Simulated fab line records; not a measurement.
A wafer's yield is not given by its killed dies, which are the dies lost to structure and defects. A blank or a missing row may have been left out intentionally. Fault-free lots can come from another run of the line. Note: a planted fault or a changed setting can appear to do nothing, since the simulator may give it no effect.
Chamber matching ; flow n5Finfet ; N5_BEOL_M10_CURE_71 on uvCure-03: 3 sister chambers
The step cures SiCOH lowk, time 240 s. 6 wafers are shown with their chamber, then 9 later ones without.

## WAFERS PAIRED WITH THEIR CHAMBERS
wafer;chamber;wafer_temp_C_max;lampPowerPct (%)
L088.4;0;386.2;52.32
L088.5;0;386.8;52.34
L089.3;2;386.5;52.26
L089.6;2;387.1;52.27
L091.4;1;387.8;52.40
L091.5;1;387.7;52.33

## WAFERS WITHOUT THEIR CHAMBER
wafer;wafer_temp_C_max;lampPowerPct (%)
L094.1;387.4;52.28
L094.4;386.7;52.32
L094.5;387.5;52.32
L095.2;386.1;52.30
L095.4;386.4;52.33
L095.6;386.5;52.29
L097.2;386.8;52.24
L097.4;387.3;52.23
L097.5;386.3;52.29

## THE CHAMBER EACH PASSED THROUGH
wafer;from the rows above;in truth
L094.1;can't be placed: 2 or 1 or 0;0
L094.4;can't be placed: 0 or 2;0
L094.5;can't be placed: 1 or 2 or 0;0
L095.2;can't be placed: 0 or 2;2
L095.4;0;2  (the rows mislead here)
L095.6;can't be placed: 2 or 0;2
L097.2;2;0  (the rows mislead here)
L097.4;2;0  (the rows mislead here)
L097.5;can't be placed: 0 or 2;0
Placed correctly: 0 of 9. Unplaceable from these rows: 6, with the true chamber sitting among the candidates in 6. 3 placed wrongly.
How it was worked out, from the rows above alone: a wafer's distance from a chamber is the root of the sum, over the readings, of the square of ((its reading less the chamber's mean) divided by the reading's scatter). If the next closest chamber is less than 2 further off than the closest, the wafer can't be placed; otherwise it belongs to the closest. Each chamber's mean is taken over the wafers shown for it. The scatter is the square root of a quotient: the sum, over the shown wafers, of each reading's squared deviation from its chamber's mean, divided by wafers minus chambers.
